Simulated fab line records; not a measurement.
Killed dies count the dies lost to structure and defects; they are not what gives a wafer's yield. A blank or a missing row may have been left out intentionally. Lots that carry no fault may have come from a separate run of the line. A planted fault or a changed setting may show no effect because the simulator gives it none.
fab line records	flow nand-harc
record: lots: 24	wafers: 72	last-day: 33
route steps=1302 shown A_ONON_D1@446 A_CHANNEL_HOLE_D1@474 A_CHANNEL_FILL_D1@493 A_DECK1_JOINT@544 A_CHANNEL_HOLE_D2@570 A_CHANNEL_FILL_D2@619
lots that met no fault: from a run of the same line without faults
start-h: hours from the record's opening day to when the first of the lot's shown wafers began	wait-h: hours elapsed since this lot's preceding step	" same as the row above	L1.1+2: a single row standing in for several wafers	- no value, or no start was given	* or withheld: withheld	< > ~ a bound
route shown NAME@n: NAME is a module with steps in the file, n the number in the route of the first one	usual: mean/standard deviation taken from wafers without a fault	same: alike in all rows	chamber/n: place in a boat	sites: readings site by site	_std_site: how widely they spread, as a standard deviation	_edge_site: outer sites' mean less inner sites'	radius-mm: how far each site lies from the wafer's centre	mask NAME#n: copy n	behind: the last tool/chamber to shape the wafer	hold: what put the lot on hold/how long, in hours/how the hold closed	device: the n, p or np transistor that did not switch	end of line: at the end of the route, the tests of the same wafers	step lacking rows: just its recipe	killed: at the first sort, the dies lost to defects and structure; wafer yield is something else	map: shows each die of a wafer: x if killed, . if not, _ if none is there
set.NAME: the setting as run; set.NAME@STEP: as run at that earlier step	model.NAME: the simulator's own value behind a step, which no gauge read
one table for each step of the route and one row for each wafer, over a sample of lots
services: a tool's chamber out of use, with start hour (start-h, from the record's first day; less than 0 if before it), hours out, and reason
== steps ==
step: NHARC_A_ONON_D1_DEP_33
recipe: target-thk-a: 2000	temp-c: 400	pressure-torr: 6.5	rf-w: 900	teos-flow-sccm: 161.4	flow-sccm: 2650	target-thk-nm: 200	gas: O2	material: SiO2
usual: heater-power-w: 549/83	mfc-precursor-sccm: 161.5/0.5	throttle-valve-pct: 15.7/0.31
lot.wafer	tool	chamber	start-h	wait-h	heater-power-w	mfc-precursor-sccm	throttle-valve-pct
L075.3	pecvd-01	0	180.50	0.1	694	161.9	15.9
L075.2	"	1	"	"	478	161.2	15.6
L075.5	"	1	"	"	499	161.3	15.6
L074.3	pecvd-03	2	180.55	0.1	674	161.4	16.3
L074.2	"	0	"	"	625	161.4	15.7
L074.4	"	0	"	"	637	160.9	16.0
L076.1	pecvd-02	0	192.59	0.1	610	160.4	16.4
L076.5	"	0	"	"	606	160.9	16.6
L076.6	"	2	"	"	511	161.7	15.9
L077.1	pecvd-02	2	217.66	0.1	553	160.2	15.8
L077.5	"	0	"	"	606	162.4	16.4
L077.6	"	1	"	"	347	161.2	15.1
L078.2	pecvd-03	2	217.69	0.1	682	162.1	15.9
L078.4	"	2	"	"	538	160.9	15.4
L078.5	"	0	"	"	519	161.5	15.3
L080.3	pecvd-03	0	230.78	0.3	476	161.4	15.3
L080.6	"	1	"	"	418	160.9	16.0
L080.4	"	0	"	"	476	161.5	15.4
L079.2	pecvd-03	1	230.96	0.4	402	161.9	16.0
L079.5	"	2	"	"	643	161.9	15.5
L079.4	"	0	"	"	544	161.7	15.5
L081.4	pecvd-03	2	253.91	0.2	679	161.3	15.6
L081.6	"	0	"	"	539	162.2	15.3
L081.5	"	1	"	"	449	160.9	15.8
L082.1	pecvd-01	2	259.92	0.1	579	161.2	16.5
L082.4	"	2	"	"	563	161.3	16.5
L082.5	"	0	"	"	618	161.2	16.0
L083.1	pecvd-03	2	271.99	0.1	589	161.0	15.6
L083.2	"	1	"	"	390	161.0	15.5
L083.6	"	0	"	"	567	162.0	15.6
L084.3	pecvd-01	2	272.00	0.1	533	162.1	16.4
L084.2	"	0	"	"	616	161.9	16.1
L084.4	"	0	"	"	653	162.3	15.7
L086.1	pecvd-03	1	287.99	0.1	504	160.9	15.9
L086.2	"	0	"	"	471	161.2	15.8
L086.5	"	0	"	"	487	161.0	15.3
L085.1	pecvd-01	1	288.04	0.1	568	161.3	15.5
L085.5	"	0	"	"	561	162.1	15.9
L085.4	"	1	"	"	571	161.4	15.9
L087.1	pecvd-03	1	298.19	0.1	488	160.7	16.1
L087.3	"	2	"	"	658	161.7	15.7
L087.2	"	0	"	"	569	160.4	15.6
L088.3	pecvd-03	2	324.13	0.1	631	161.8	15.6
L088.1	"	0	"	"	495	160.9	15.5
L088.4	"	1	"	"	394	162.1	16.0
L089.3	pecvd-01	1	328.09	0.1	470	162.1	15.4
L089.2	"	2	"	"	502	161.9	15.7
L089.1	"	0	"	"	700	161.5	15.4
L090.3	pecvd-02	2	328.32	0.1	579	162.2	15.8
L090.1	"	1	"	"	464	162.0	14.6
L090.4	"	1	"	"	485	161.7	14.9
L091.3	pecvd-03	0	353.38	0.1	489	161.8	15.7
L091.1	"	1	"	"	449	161.5	15.9
L091.5	"	1	"	"	467	161.8	15.7
L092.2	pecvd-01	0	353.38	0.1	609	161.3	15.6
L092.1	"	2	"	"	547	161.8	15.3
L092.4	"	1	"	"	561	161.8	15.4
L093.3	pecvd-01	1	360.09	0.1	603	160.9	15.5
L093.1	"	0	"	"	641	160.5	15.6
L093.5	"	2	"	"	471	161.2	15.8
L094.1	pecvd-01	2	382.35	0.1	585	161.2	15.8
L094.4	"	0	"	"	634	161.0	15.6
L094.5	"	1	"	"	505	161.4	15.5
L095.1	pecvd-01	2	382.62	0.2	490	161.2	15.7
L095.3	"	1	"	"	525	161.7	15.7
L095.4	"	1	"	"	530	161.8	15.3
L096.1	pecvd-01	2	395.50	0.1	594	161.8	15.7
L096.3	"	0	"	"	665	161.1	15.6
L096.2	"	1	"	"	592	161.4	15.7
L097.1	pecvd-01	0	399.90	0.1	669	162.7	15.8
L097.5	"	2	"	"	469	162.1	15.8
L097.6	"	0	"	"	688	161.9	15.8
step: NHARC_A_CHANNEL_HOLE_D1_ETCH_22
recipe: bias-v: 3000	source-w: withheld	pressure-mtorr: 20	time-s: 666.7	ar-flow-sccm: 375	c4f8-flow-sccm: 89.3	o2-flow-sccm: 35.7	temp-c: -20	target-depth-a: 16000	chemistry: C4F8/O2/Ar
usual: c4f8-flow-sccm: 89.27/0.29	drypump-motor-current-A: 5.6/0.58	showerhead-plenum-p-Torr: 3.706/0.025	throttle-valve-pct: 32.155/0.009
lot.wafer	tool	chamber	start-h	wait-h	c4f8-flow-sccm	drypump-motor-current-A	rf-hours-counter-h	showerhead-plenum-p-Torr	throttle-valve-pct
L075.2	har-etch-02	0	189.61	0.4	88.72	6.4	302	3.763	32.158
L075.3	"	0	"	"	89.26	6.4	-	3.763	32.150
L075.5	"	0	"	"	89.14	6.4	-	3.763	32.149
L074.2	har-etch-01	0	191.89	0.4	89.29	5.6	89	3.734	32.164
L074.3	"	0	"	"	89.21	5.6	-	3.734	32.166
L074.4	"	1	"	"	89.24	5.7	-	3.734	32.150
L076.1	har-etch-01	1	201.24	0.4	89.21	5.7	93	3.732	32.146
L076.5	"	0	"	"	89.41	5.6	-	3.732	32.180
L076.6	"	1	"	"	89.17	5.7	-	3.732	32.145
L077.1	har-etch-02	0	224.12	0.4	88.97	6.4	321	3.752	32.163
L077.5	"	0	"	"	89.12	6.4	-	3.752	32.157
L077.6	"	1	"	"	89.79	4.8	-	3.717	32.157
L078.2	har-etch-01	1	228.17	0.4	89.38	5.7	108	3.723	32.147
L078.4	"	0	"	"	89.30	5.7	-	3.723	32.156
L078.5	"	0	"	"	89.38	5.6	-	3.723	32.151
L080.4	har-etch-02	1	236.14	0.4	89.21	4.8	-	3.715	32.155
L080.3	"	0	"	"	89.24	6.4	-	3.750	32.154
L080.6	"	0	"	"	89.68	6.4	-	3.751	32.148
L079.2	har-etch-01	1	236.39	0.4	89.29	5.7	112	3.722	32.158
L079.4	"	0	"	"	89.33	5.6	-	3.721	32.151
L079.5	"	1	"	"	89.45	5.7	-	3.722	32.168
L081.4	har-etch-01	0	259.49	0.4	88.91	5.7	-	3.717	32.166
L081.5	"	1	"	"	89.58	5.7	-	3.717	32.159
L081.6	"	0	"	"	88.85	5.6	-	3.717	32.163
L082.1	har-etch-01	0	270.15	0.4	89.63	5.6	127	3.713	32.138
L082.4	"	1	"	"	89.43	5.7	-	3.713	32.150
L082.5	"	0	"	"	89.60	5.7	-	3.713	32.151
L083.1	har-etch-02	1	278.19	0.7	89.36	4.8	349	3.702	32.155
L083.2	"	1	"	"	89.07	4.8	-	3.702	32.162
L083.6	"	1	"	"	89.13	4.8	-	3.702	32.148
L084.2	har-etch-02	1	286.67	0.8	89.01	4.8	-	3.698	32.142
L084.3	"	1	"	"	89.24	4.8	-	3.698	32.158
L084.4	"	1	"	"	89.18	4.8	-	3.698	32.152
L085.1	har-etch-01	1	296.97	0.4	89.48	5.7	150	3.700	32.158
L085.4	"	1	"	"	89.12	5.7	-	3.701	32.166
L085.5	"	0	"	"	88.86	5.7	-	3.701	32.155
L086.1	har-etch-02	1	297.75	0.4	89.78	4.8	367	3.692	32.162
L086.2	"	0	"	"	89.18	6.4	352	3.736	32.165
L086.5	"	1	"	"	89.55	4.8	-	3.692	32.159
L087.1	har-etch-02	0	306.08	0.4	89.60	6.4	359	3.731	32.157
L087.2	"	1	"	"	89.20	4.8	375	3.688	32.162
L087.3	"	1	"	"	89.10	4.8	-	3.688	32.145
L088.1	har-etch-02	0	332.26	0.4	89.38	6.4	363	3.729	32.159
L088.3	"	0	"	"	89.33	6.4	-	3.729	32.144
L088.4	"	1	"	"	89.28	4.8	-	3.686	32.165
L089.2	har-etch-01	0	342.20	0.4	89.59	5.6	173	3.688	32.143
L089.1	"	1	"	"	89.52	5.7	173	3.688	32.146
L089.3	"	0	"	"	89.21	5.7	-	3.688	32.149
L090.1	har-etch-02	1	344.49	0.4	89.02	4.8	390	3.680	32.163
L090.3	"	0	"	"	89.31	6.4	-	3.723	32.151
L090.4	"	1	"	"	89.39	4.8	-	3.680	32.164
L091.1	har-etch-02	0	358.78	0.4	88.84	6.4	386	3.717	32.155
L091.3	"	1	"	"	90.14	4.8	-	3.673	32.144
L091.5	"	0	"	"	88.95	6.4	-	3.716	32.164
L092.1	har-etch-01	1	359.20	0.4	89.09	5.7	188	3.680	32.145
L092.2	"	0	"	"	89.31	5.7	188	3.680	32.145
L092.4	"	0	"	"	88.84	5.7	-	3.680	32.158
L093.1	har-etch-01	1	365.64	0.4	89.44	5.7	192	3.677	32.162
L093.3	"	0	"	"	89.42	5.6	-	3.678	32.167
L093.5	"	1	"	"	89.74	5.7	-	3.677	32.159
L094.1	har-etch-02	1	398.67	0.4	89.43	4.8	4	3.666	32.135
L094.4	"	0	"	"	89.24	6.4	-	3.709	32.156
L094.5	"	0	"	"	89.54	6.4	-	3.709	32.159
L095.1	har-etch-01	0	400.46	0.4	88.90	5.6	207	3.669	32.158
L095.4	"	1	"	"	89.17	5.7	-	3.670	32.149
L095.3	"	0	"	"	88.57	5.6	-	3.669	32.154
L096.2	har-etch-02	1	406.97	0.4	89.18	4.8	12	3.661	32.161
L096.1	"	0	"	"	89.01	6.4	12	3.704	32.146
L096.3	"	0	"	"	89.62	6.4	-	3.704	32.152
L097.1	har-etch-02	0	411.13	0.4	89.06	6.4	16	3.701	32.155
L097.5	"	0	"	"	88.87	6.4	-	3.702	32.156
L097.6	"	1	"	"	89.10	4.8	-	3.659	32.144
step: NHARC_A_CHANNEL_FILL_D1_ALD_03
recipe: target-thk-a: 60	pulse-time-s: 60	ald-cycles: 58	temp-c: 630	pressure-torr: 2	material: SiNx
usual: precursor-pulse-height-rel: 0.999/0.017
lot.wafer	tool	chamber	start-h	wait-h	precursor-pulse-height-rel
L075.2	ald-sin-batch-01	0	-	-	1.000
L075.3	"	0	"	"	0.998
L075.5	"	0	"	"	1.025
L074.2	ald-sin-batch-02	0	201.68	4.2	0.988
L074.3	"	0	"	"	0.983
L074.4	"	0	"	"	0.972
L076.1	ald-sin-batch-02	0	212.67	4.2	0.962
L076.5	"	0	"	"	0.987
L076.6	"	0	"	"	0.996
L077.1	ald-sin-batch-03	0	-	-	1.008
L077.5	"	0	"	"	1.017
L077.6	"	0	"	"	1.021
L078.2	ald-sin-batch-02	0	-	-	1.018
L078.4	"	0	"	"	0.988
L078.5	"	0	"	"	0.982
L079.2	ald-sin-batch-02	0	-	-	1.005
L079.4	"	0	"	"	0.983
L079.5	"	0	"	"	1.016
L080.3	ald-sin-batch-02	0	-	-	0.997
L080.4	"	0	"	"	1.010
L080.6	"	0	"	"	0.961
L081.4	ald-sin-batch-01	0	-	-	1.022
L081.5	"	0	"	"	1.001
L081.6	"	0	"	"	1.010
L082.1	ald-sin-batch-01	0	-	-	1.003
L082.4	"	0	"	"	0.995
L082.5	"	0	"	"	0.973
L083.1	ald-sin-batch-03	0	-	-	1.037
L083.2	"	0	"	"	1.006
L083.6	"	0	"	"	0.980
L084.2	ald-sin-batch-02	0	-	-	1.015
L084.3	"	0	"	"	1.008
L084.4	"	0	"	"	1.033
L085.1	ald-sin-batch-02	0	-	-	1.012
L085.4	"	0	"	"	0.994
L085.5	"	0	"	"	1.000
L086.1	ald-sin-batch-02	0	-	-	0.997
L086.2	"	0	"	"	1.014
L086.5	"	0	"	"	0.989
L087.1	ald-sin-batch-03	0	-	-	1.003
L087.2	"	0	"	"	1.024
L087.3	"	0	"	"	1.013
L088.1	ald-sin-batch-01	0	-	-	0.979
L088.3	"	0	"	"	0.986
L088.4	"	0	"	"	1.016
L089.1	ald-sin-batch-01	0	-	-	1.016
L089.2	"	0	"	"	0.991
L089.3	"	0	"	"	0.981
L090.1	ald-sin-batch-01	0	-	-	1.005
L090.3	"	0	"	"	1.003
L090.4	"	0	"	"	1.020
L091.1	ald-sin-batch-03	0	-	-	0.982
L091.3	"	0	"	"	1.002
L091.5	"	0	"	"	1.011
L092.1	ald-sin-batch-03	0	-	-	1.043
L092.2	"	0	"	"	1.008
L092.4	"	0	"	"	0.992
L093.1	ald-sin-batch-03	0	-	-	0.985
L093.3	"	0	"	"	0.991
L093.5	"	0	"	"	0.996
L094.1	ald-sin-batch-02	0	-	-	0.984
L094.4	"	0	"	"	1.032
L094.5	"	0	"	"	0.994
L095.1	ald-sin-batch-02	0	-	-	0.999
L095.3	"	0	"	"	0.973
L095.4	"	0	"	"	0.995
L096.1	ald-sin-batch-01	0	-	-	1.008
L096.2	"	0	"	"	1.018
L096.3	"	0	"	"	1.003
L097.1	ald-sin-batch-01	0	-	-	1.005
L097.5	"	0	"	"	1.003
L097.6	"	0	"	"	1.004
step: NHARC_A_DECK1_JOINT_INSPECT_05
usual: raw-defect-count: 305/120
lot.wafer	tool	chamber	start-h	wait-h	raw-defect-count
L075.2	defect-inspect-01	-	276.58	0.0	251
L075.3	"	-	"	"	176
L075.5	"	-	"	"	171
L074.2	defect-inspect-02	-	281.42	0.0	350
L074.3	"	-	"	"	195
L074.4	"	-	"	"	346
L076.1	defect-inspect-02	-	291.30	0.0	177
L076.5	"	-	"	"	367
L076.6	"	-	"	"	331
L078.2	defect-inspect-02	-	314.20	0.0	374
L078.4	"	-	"	"	253
L078.5	"	-	"	"	402
L077.1	defect-inspect-01	-	314.35	0.0	490
L077.5	"	-	"	"	370
L077.6	"	-	"	"	358
L080.3	defect-inspect-01	-	320.05	0.0	252
L080.4	"	-	"	"	200
L080.6	"	-	"	"	228
L079.2	defect-inspect-01	-	320.09	0.0	171
L079.4	"	-	"	"	288
L079.5	"	-	"	"	182
L081.4	defect-inspect-01	-	345.84	0.0	298
L081.5	"	-	"	"	468
L081.6	"	-	"	"	270
L082.1	defect-inspect-01	-	358.54	0.0	205
L082.4	"	-	"	"	203
L082.5	"	-	"	"	185
L083.1	defect-inspect-02	-	371.34	0.0	243
L083.2	"	-	"	"	282
L083.6	"	-	"	"	233
L084.2	defect-inspect-02	-	378.91	0.0	361
L084.3	"	-	"	"	404
L084.4	"	-	"	"	592
L086.1	defect-inspect-02	-	384.06	0.0	323
L086.2	"	-	"	"	256
L086.5	"	-	"	"	181
L085.1	defect-inspect-02	-	394.07	0.0	831
L085.4	"	-	"	"	408
L085.5	"	-	"	"	453
L087.1	defect-inspect-01	-	402.11	0.0	207
L087.2	"	-	"	"	277
L087.3	"	-	"	"	250
L088.1	defect-inspect-01	-	424.32	0.0	514
L088.3	"	-	"	"	318
L088.4	"	-	"	"	343
L090.1	defect-inspect-01	-	432.24	0.0	227
L090.3	"	-	"	"	522
L090.4	"	-	"	"	381
L089.1	defect-inspect-02	-	432.26	0.0	337
L089.2	"	-	"	"	341
L089.3	"	-	"	"	251
L092.1	defect-inspect-01	-	446.02	0.0	460
L092.2	"	-	"	"	188
L092.4	"	-	"	"	239
L091.1	defect-inspect-02	-	448.59	0.0	245
L091.3	"	-	"	"	302
L091.5	"	-	"	"	265
L093.1	defect-inspect-01	-	453.81	0.0	192
L093.3	"	-	"	"	334
L093.5	"	-	"	"	279
L094.1	defect-inspect-02	-	483.34	0.0	558
L094.4	"	-	"	"	366
L094.5	"	-	"	"	506
L095.1	defect-inspect-01	-	483.35	0.0	183
L095.3	"	-	"	"	239
L095.4	"	-	"	"	575
L097.1	defect-inspect-01	-	496.32	0.0	659
L097.5	"	-	"	"	261
L097.6	"	-	"	"	279
L096.1	defect-inspect-02	-	496.32	0.0	338
L096.2	"	-	"	"	124
L096.3	"	-	"	"	244
step: NHARC_A_CHANNEL_HOLE_D2_DEP_00
recipe: target-thk-a: 31000	temp-c: 400	material: aC
usual: throttle-valve-pct: 35.001/0.0089
lot.wafer	tool	chamber	start-h	wait-h	throttle-valve-pct
L075.2	acl-dep-01	0	292.40	2.4	34.992
L075.3	"	0	"	"	34.998
L075.5	"	0	"	"	35.001
L074.2	acl-dep-01	0	298.55	3.7	35.011
L074.3	"	0	"	"	35.005
L074.4	"	0	"	"	35.004
L076.1	acl-dep-02	0	305.62	0.6	35.006
L076.5	"	0	306.89	1.9	35.005
L076.6	"	0	"	"	34.998
L077.1	acl-dep-03	0	331.23	3.9	35.000
L077.5	"	0	332.52	5.2	34.993
L077.6	"	0	"	"	35.010
L078.2	acl-dep-01	0	331.57	4.1	35.007
L078.4	"	0	"	"	34.998
L078.5	"	0	"	"	34.986
L079.2	acl-dep-02	0	334.70	1.6	35.014
L079.4	"	0	"	"	35.013
L079.5	"	0	"	"	35.001
L080.3	acl-dep-03	0	335.73	2.7	35.012
L080.4	"	0	"	"	35.008
L080.6	"	0	"	"	35.008
L081.4	acl-dep-02	0	359.93	1.0	35.009
L081.5	"	0	"	"	35.013
L081.6	"	0	"	"	35.000
L082.1	acl-dep-03	0	372.05	0.1	35.004
L082.4	"	0	"	"	35.008
L082.5	"	0	"	"	34.993
L083.1	acl-dep-03	0	390.64	6.3	35.010
L083.2	"	0	"	"	34.987
L083.6	"	0	392.20	7.9	35.018
L084.2	acl-dep-02	0	396.32	3.9	35.001
L084.3	"	0	"	"	34.998
L084.4	"	0	"	"	35.001
L086.1	acl-dep-02	0	399.80	2.7	35.008
L086.2	"	0	"	"	35.000
L086.5	"	0	"	"	35.001
L085.1	acl-dep-02	0	407.20	0.1	34.995
L085.4	"	0	"	"	34.992
L085.5	"	0	"	"	35.002
L087.1	acl-dep-01	0	415.25	0.1	34.992
L087.2	"	0	"	"	35.009
L087.3	"	0	"	"	35.011
L088.1	acl-dep-03	0	439.34	1.6	35.004
L088.3	"	0	"	"	35.006
L088.4	"	0	"	"	35.002
L090.1	acl-dep-02	0	445.74	0.1	35.015
L090.3	"	0	"	"	35.004
L090.4	"	0	"	"	35.003
L089.1	acl-dep-03	0	445.76	0.1	34.983
L089.2	"	0	"	"	35.005
L089.3	"	0	"	"	35.001
L092.1	acl-dep-03	0	461.80	2.6	35.001
L092.2	"	0	"	"	35.007
L092.4	"	0	"	"	34.995
L091.1	acl-dep-02	0	465.56	6.0	34.993
L091.3	"	0	"	"	35.000
L091.5	"	0	"	"	35.010
L093.1	acl-dep-03	0	469.80	2.9	34.996
L093.3	"	0	"	"	35.000
L093.5	"	0	"	"	35.018
L095.1	acl-dep-02	0	496.76	0.1	34.997
L095.3	"	0	"	"	34.988
L095.4	"	0	"	"	34.999
L094.1	acl-dep-01	0	497.06	0.1	34.994
L094.4	"	0	"	"	34.993
L094.5	"	0	"	"	35.000
L097.1	acl-dep-01	0	510.69	0.5	35.003
L097.5	"	0	511.94	1.8	34.999
L097.6	"	0	"	"	35.009
L096.1	acl-dep-02	0	512.31	2.1	35.015
L096.2	"	0	"	"	34.996
L096.3	"	0	"	"	34.987
step: NHARC_A_CHANNEL_FILL_D2_ETCHBACK_19
recipe: target-depth-a: 50	time-s: 1.7	hbr-flow-sccm: 150	cl2-flow-sccm: 50	rf-w: 400	icp-w: 400	bias-w: 100	chemistry: HBr/Cl2
usual: drypump-motor-current-A: 5.5/0.4	mfc-cl2-sccm: 49.98/0.16	oes-product-au: 1.005/0.013	throttle-valve-pct: 26.406/0.0085
lot.wafer	tool	chamber	start-h	wait-h	drypump-motor-current-A	mfc-cl2-sccm	oes-product-au	rf-hours-counter-h	throttle-valve-pct
L075.3	rie-si-02	0	331.62	0.4	4.9	50.08	0.996	0.2	26.401
L075.2	"	3	"	"	5.8	49.83	1.017	0.2	26.407
L075.5	"	0	"	"	4.9	50.03	0.994	-	26.402
L074.3	rie-si-03	2	335.56	0.4	5.2	49.98	0.999	0.8	26.403
L074.2	"	3	"	"	6.2	49.89	1.008	0.7	26.401
L074.4	"	1	"	"	5.7	49.85	0.985	0.8	26.395
L076.1	rie-si-03	3	340.03	0.4	6.1	49.97	1.026	0.7	26.406
L076.5	"	0	"	"	5.7	50.01	1.007	-	26.410
L076.6	"	1	"	"	5.7	49.94	0.984	-	26.406
L078.2	rie-si-03	1	367.38	0.4	5.7	49.93	0.997	1.0	26.415
L078.4	"	3	"	"	6.1	49.98	1.009	0.8	26.416
L078.5	"	0	"	"	5.7	50.02	0.988	-	26.383
L077.1	rie-si-02	0	371.40	0.4	4.9	50.20	0.992	0.4	26.394
L077.6	"	2	"	"	5.6	49.77	1.013	-	26.399
L077.5	"	3	"	"	5.8	49.95	1.014	-	26.420
L079.2	rie-si-02	2	375.34	0.4	5.5	49.72	1.016	0.5	26.411
L079.4	"	3	"	"	5.8	49.91	1.005	0.5	26.397
L079.5	"	3	"	"	5.8	49.80	1.008	-	26.400
L080.3	rie-si-03	1	381.42	0.4	5.7	49.79	0.994	1.1	26.427
L080.4	"	0	"	"	5.7	50.18	0.991	0.9	26.402
L080.6	"	2	"	"	5.2	50.09	1.007	-	26.406
L081.4	rie-si-05	2	396.31	0.4	5.8	49.65	1.002	0.4	26.400
L081.6	"	3	"	"	5.9	50.09	1.001	-	26.383
L081.5	"	0	"	"	4.8	50.22	0.996	-	26.410
L082.1	rie-si-02	3	417.72	0.4	5.8	50.07	1.017	0.8	26.401
L082.4	"	3	"	"	5.8	49.96	1.025	-	26.409
L082.5	"	1	"	"	5.3	50.07	1.015	-	26.400
L083.1	rie-si-03	1	432.74	0.4	5.7	50.09	0.990	0.1	26.400
L083.2	"	0	"	"	5.7	49.77	1.002	0.1	26.396
L083.6	"	1	"	"	5.7	49.84	0.978	-	26.400
L084.4	rie-si-02	3	432.77	0.4	5.8	50.08	1.015	0.9	26.401
L084.2	"	0	"	"	4.9	49.97	0.997	0.8	26.409
L084.3	"	2	"	"	5.5	50.12	1.019	1.1	26.408
L085.4	rie-si-03	1	439.16	0.4	5.7	50.00	1.001	0.1	26.407
L085.1	"	3	"	"	6.2	50.12	1.036	0.2	26.410
L085.5	"	1	"	"	5.7	50.06	0.991	-	26.415
L086.1	rie-si-05	0	439.19	0.4	4.8	49.74	0.996	0.7	26.395
L086.2	"	1	"	"	4.8	50.12	0.990	0.7	26.408
L086.5	"	3	"	"	5.9	50.09	0.993	-	26.413
L087.2	rie-si-02	2	452.84	0.4	5.5	50.08	1.020	1.2	26.387
L087.3	"	3	"	"	5.8	50.04	1.038	1.1	26.399
L087.1	"	1	"	"	5.2	50.04	1.017	1.2	26.419
L088.3	rie-si-02	0	473.37	0.4	4.9	49.92	0.992	0.1	26.407
L088.4	"	2	"	"	5.5	50.15	1.014	0.1	26.414
L088.1	"	3	"	"	5.8	49.82	1.008	0.1	26.401
L089.1	rie-si-02	3	480.19	0.4	5.8	49.91	1.015	0.1	26.399
L089.2	"	1	"	"	5.2	49.99	1.023	0.1	26.405
L089.3	"	2	"	"	5.6	50.14	1.008	0.1	26.410
L090.4	rie-si-03	2	480.20	0.4	5.2	49.84	0.999	0.4	26.407
L090.1	"	3	"	"	6.2	50.00	1.019	0.4	26.414
L090.3	"	0	"	"	5.7	49.90	1.010	0.4	26.407
L092.1	rie-si-03	3	501.43	0.4	6.2	49.89	1.033	0.5	26.414
L092.2	"	1	"	"	5.7	49.90	0.988	0.6	26.406
L092.4	"	2	"	"	5.2	49.79	1.018	0.6	26.410
L091.1	rie-si-05	1	501.44	0.4	4.9	50.28	1.006	0.0	26.407
L091.3	"	3	"	"	5.9	50.06	0.986	0.1	26.405
L091.5	"	0	"	"	4.8	49.96	0.982	-	26.412
L093.3	rie-si-05	2	508.48	0.4	5.8	49.71	1.013	0.0	26.399
L093.1	"	3	"	"	5.9	50.13	0.990	0.1	26.413
L093.5	"	3	"	"	5.9	50.23	0.993	-	26.398
L095.3	rie-si-05	1	533.11	0.4	4.9	50.10	0.997	0.2	26.417
L095.4	"	3	"	"	5.9	50.04	0.988	0.2	26.425
L095.1	"	0	"	"	4.8	50.16	0.991	0.2	26.429
L094.1	rie-si-03	3	533.13	0.4	6.2	50.01	1.023	0.6	26.410
L094.4	"	1	"	"	5.7	49.88	0.981	0.8	26.397
L094.5	"	3	"	"	6.2	49.87	1.020	-	26.399
L096.1	rie-si-02	2	550.60	0.4	5.5	50.24	1.026	0.5	26.393
L096.2	"	0	"	"	4.9	50.23	0.990	0.5	26.402
L096.3	"	1	"	"	5.2	49.99	1.015	0.5	26.415
L097.1	rie-si-03	1	550.63	0.4	5.7	49.83	0.989	0.8	26.406
L097.5	"	3	"	"	6.2	49.93	1.028	-	26.420
L097.6	"	0	"	"	5.7	49.80	1.027	-	26.412
== services ==
tool	chamber	start-h	hours	kind
acl-dep-02	-	177.09	6.2	repair
pecvd-03	-	185.00	13.0	pm
pecvd-01	1	191.63	22.7	repair
pecvd-01	-	213.82	0.9	repair
rie-si-03	-	221.00	9.0	pm
pecvd-01	0	228.81	4.1	repair
acl-dep-02	-	248.04	13.0	pm
rie-si-02	3	258.60	4.8	repair
ald-sin-batch-02	-	267.96	26.0	pm
rie-si-02	-	277.00	9.0	pm
pecvd-01	-	311.20	13.0	pm
pecvd-01	2	334.70	9.5	repair
acl-dep-02	-	337.35	1.1	repair
pecvd-03	-	366.00	13.0	pm
har-etch-02	-	377.00	17.0	pm
rie-si-03	1	387.33	1.4	repair
rie-si-03	-	398.00	9.0	pm
acl-dep-02	-	430.10	13.0	pm
pecvd-03	-	475.02	1.0	repair
pecvd-01	-	492.20	13.0	pm
rie-si-03	2	502.88	5.8	repair
rie-si-03	3	520.49	6.5	repair
pecvd-03	2	536.28	6.2	repair
pecvd-03	-	547.00	13.0	pm
== key ==
fault none
